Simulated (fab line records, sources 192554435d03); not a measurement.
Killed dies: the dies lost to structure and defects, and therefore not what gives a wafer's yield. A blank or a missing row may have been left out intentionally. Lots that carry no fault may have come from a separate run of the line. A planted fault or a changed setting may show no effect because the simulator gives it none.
The same fault as seen by 2 desks / flow n5_finfet / what lay behind the numbers comes last; until then each desk has only its own

AT THE METROLOGY DESK
Lot by lot, what the gauges showed, no matter which tool ran the lot: averages of those sampled wafers that carry a number. Any lot whose mean is over 4 standard deviations away from the usual mean is out of limits and marked OUT; that distance is given in the brackets. 7 of its 15 readings are shown: the first one out of limits and those lying furthest out on some lot.
Columns: A = IOFF_N_85C at N5_BEOL_M4_RC_MEAS_101, usual 3.1 nA/um; B = IOFF_N_LIN at N5_BEOL_M4_RC_MEAS_101, usual 0.074 nA/um; C = IOFF_N_LONG at N5_BEOL_M4_RC_MEAS_101, usual 5.55e-05 nA/um; D = ION_N at N5_BEOL_M4_RC_MEAS_101, usual 674 uA/um; E = VT_N at N5_BEOL_M4_RC_MEAS_101, usual 250.0 mV; F = VT_N_LONG at N5_BEOL_M4_RC_MEAS_101, usual 275.0 mV; G = VT_N_LVT at N5_BEOL_M4_RC_MEAS_101, usual 99.0 mV
lot=L372; first seen here=day 10 00:29; A=3.1; B=0.072; C=5.77e-05; D=669; E=250.3; F=273.3; G=97.8
lot=L381; first seen here=day 11 23:37; A=2.3; B=0.053; C=4.91e-05; D=654; E=258.2; F=280.6; G=105.2
lot=L382; first seen here=day 12 06:09; A=1.9; B=0.040; C=3.82e-05 (-7.5) OUT; D=632 (-4.9) OUT; E=266.2 (+6.5) OUT; F=291.4 (+8.6) OUT; G=117.5 (+6.6) OUT
lot=L384; first seen here=day 13 01:07; A=2.2; B=0.051; C=4.49e-05 (-4.6) OUT; D=646; E=260.6 (+4.2) OUT; F=283.2 (+4.3) OUT; G=111.1 (+4.3) OUT
lot=L388; first seen here=day 13 16:17; A=3.5; B=0.081; C=5.47e-05; D=682; E=247.9; F=274.7; G=97.8
This desk reports L382, L384 out of limits; the earliest was L382 at day 12 06:09 (IOFF_N_LONG at N5_BEOL_M4_RC_MEAS_101). In limits: L372, L381, L388.

TOOL OWNER'S DESK, ald_metal-02
The tool's own readings at N5_HKMG_FIN_NWFM_ALD_20 (deposits TiAlC, target thk 2 nm, pulse time 3 s, purge time 2 s): means of the sampled wafers that have a number, for each lot that ran on this tool. Any lot whose mean is over 4 standard deviations away from the usual mean is out of limits and marked OUT; that distance is given in the brackets.
Columns: A = heater_power_w at N5_HKMG_FIN_NWFM_ALD_20, usual 505 W; B = precursor_pulse_height_rel at N5_HKMG_FIN_NWFM_ALD_20, usual 1.002
lot=L372; first seen here=day 6 00:31; A=532; B=1.001
lot=L381; first seen here=day 8 04:29; A=526; B=0.992
lot=L382; first seen here=day 8 11:44; A=546; B=1.005
lot=L384; first seen here=day 8 22:51; A=504; B=1.012
This desk's verdict: no lot among the 4 shows anything out of limits.

TAKEN TOGETHER
An alarm was possible from the metrology desk at day 12 06:09, on L382, L384.
The desk of the tool owner found nothing out of limits.
On record at the tool owner's desk: L382, L384, within its limits.
Of the lots named, all ran N5_HKMG_FIN_NWFM_ALD_20 on ald_metal-02.

WHAT THE SIMULATOR PUT IN
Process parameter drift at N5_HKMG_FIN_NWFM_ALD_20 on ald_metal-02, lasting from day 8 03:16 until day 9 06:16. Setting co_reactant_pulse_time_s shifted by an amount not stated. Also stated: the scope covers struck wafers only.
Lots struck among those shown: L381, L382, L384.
Delay in hours, fault start to first out-of-limits reading, per desk: metrology desk 99.
